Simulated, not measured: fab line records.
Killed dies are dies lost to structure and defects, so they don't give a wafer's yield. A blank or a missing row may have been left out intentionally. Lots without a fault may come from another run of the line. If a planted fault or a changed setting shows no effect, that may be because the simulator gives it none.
Matching of chambers + flow nand harc + 3 sister chambers for NHARC_A_STAIRCASE_DEP_156 on pecvd-04
The step deposits SiNx, target thk 50 nm. 6 wafers are shown with their chamber, then 9 later ones without.

== WAFERS, EACH WITH ITS CHAMBER ==
| wafer  | chamber | heater power w (W) |
|--------|---------|--------------------|
| L080.2 | 2       | 753                |
| L080.4 | 0       | 771                |
| L080.5 | 1       | 618                |
| L082.1 | 0       | 713                |
| L082.3 | 1       | 501                |
| L082.4 | 2       | 753                |

== WAFERS WHOSE CHAMBER IS MISSING ==
| wafer  | heater power w (W) |
|--------|--------------------|
| L087.2 | 497                |
| L087.4 | 780                |
| L087.6 | 770                |
| L088.2 | 484                |
| L088.3 | 780                |
| L088.4 | 764                |
| L089.3 | 783                |
| L089.4 | 783                |
| L089.6 | 570                |

== CHAMBER TAKEN BY EACH ==
| wafer  | from the rows above     | in truth |
|--------|-------------------------|----------|
| L087.2 | 1                       | 1        |
| L087.4 | can't be placed: 2 or 0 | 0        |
| L087.6 | can't be placed: 2 or 0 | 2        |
| L088.2 | 1                       | 1        |
| L088.3 | can't be placed: 2 or 0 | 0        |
| L088.4 | can't be placed: 2 or 0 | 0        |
| L089.3 | can't be placed: 2 or 0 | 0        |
| L089.4 | can't be placed: 2 or 0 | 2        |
| L089.6 | 1                       | 1        |
Correctly placed: 3 of 9. Can't be placed from these rows: 6 (the true chamber is among the candidates in 6). 0 placed wrongly.
How it was worked out, from the rows above alone: a wafer's distance from a chamber is the root of the sum, over the readings, of the square of ((its reading less the chamber's mean) divided by the reading's scatter). The wafer belongs to the nearest chamber; if the next one is less than 2 further off, it can't be placed. A chamber's mean is the mean of its shown wafers. The scatter is the square root of a quotient: the sum, over the shown wafers, of each reading's squared deviation from its chamber's mean, divided by wafers minus chambers.
